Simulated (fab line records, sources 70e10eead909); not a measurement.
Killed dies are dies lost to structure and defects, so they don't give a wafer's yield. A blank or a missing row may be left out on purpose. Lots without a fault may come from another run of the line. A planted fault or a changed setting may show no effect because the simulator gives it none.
Chamber matching | flow nand_harc | NHARC_A_STAIRCASE_DESCUM_186 on rie_diel-11: 4 sister chambers
The step chemistry O2, time 3 s. 16 wafers are shown with their chamber, then 8 later ones without.

WAFERS WITH THEIR CHAMBER
wafer  | chamber | showerhead_plenum_p_Torr (Torr) | oes_product_au (a.u.) | throttle_valve_pct (%)
L074.1 | 0       | 1.79                            | 0.988                 | 11.296
L074.2 | 1       | 1.87                            | 1.003                 | 11.295
L074.5 | 3       | 1.94                            | 0.989                 | 11.319
L076.1 | 2       | 1.89                            | 1.011                 | 11.313
L076.2 | 1       | 1.87                            | 0.995                 | 11.317
L076.3 | 0       | 1.79                            | 0.979                 | 11.300
L082.1 | 0       | 1.79                            | 1.008                 | 11.293
L082.5 | 3       | 1.94                            | 0.998                 | 11.310
L082.6 | 2       | 1.88                            | 1.010                 | 11.309
L085.1 | 3       | 1.93                            | 1.004                 | 11.300
L085.3 | 0       | 1.78                            | 0.996                 | 11.316
L085.5 | 1       | 1.86                            | 0.995                 | 11.316
L088.1 | 1       | 1.86                            | 1.000                 | 11.300
L088.4 | 0       | 1.78                            | 0.998                 | 11.306
L088.5 | 0       | 1.78                            | 0.990                 | 11.309
L089.3 | 1       | 1.85                            | 1.003                 | 11.316

SIGNATURES (means of the wafers above)
reading                  | chamber 0 | chamber 1 | chamber 2 | chamber 3 | scatter within a chamber
showerhead_plenum_p_Torr | 1.7850    | 1.8620    | 1.8850    | 1.9367    | 0.00675
oes_product_au           | 0.99317   | 0.99920   | 1.01050   | 0.99700   | 0.00746
throttle_valve_pct       | 11.30333  | 11.30880  | 11.31100  | 11.30967  | 0.00912
Rule: a wafer's distance from a chamber is the root of the sum, over the readings, of the square of ((its reading less the chamber's mean) divided by the reading's scatter). The wafer belongs to the nearest chamber; if the next one is less than 2 further off, it can't be placed. The scatter: the root of (the sum of the squares of (reading less its chamber's mean) over the shown wafers, divided by (wafers less chambers)).

WAFERS WITHOUT THEIR CHAMBER
wafer  | showerhead_plenum_p_Torr (Torr) | oes_product_au (a.u.) | throttle_valve_pct (%)
L089.5 | 1.85                            | 0.998                 | 11.317
L089.6 | 1.87                            | 0.984                 | 11.299
L093.2 | 1.77                            | 0.996                 | 11.328
L093.4 | 1.85                            | 1.002                 | 11.305
L093.6 | 1.77                            | 1.011                 | 11.305
L097.1 | 1.86                            | 1.003                 | 11.307
L097.2 | 1.84                            | 0.994                 | 11.312
L097.5 | 1.77                            | 0.999                 | 11.325

WHICH CHAMBER EACH WENT THROUGH
wafer  | from the rows above     | in truth
L089.5 | 1                       | 1
L089.6 | can't be placed: 1 or 2 | 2
L093.2 | 0                       | 0
L093.4 | 1                       | 1
L093.6 | 0                       | 0
L097.1 | 1                       | 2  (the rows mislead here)
L097.2 | 1                       | 1
L097.5 | 0                       | 0
Placed correctly: 6 of 8. Can't be placed from these rows: 1 (the true chamber is among the candidates in 1). Placed wrongly: 1.
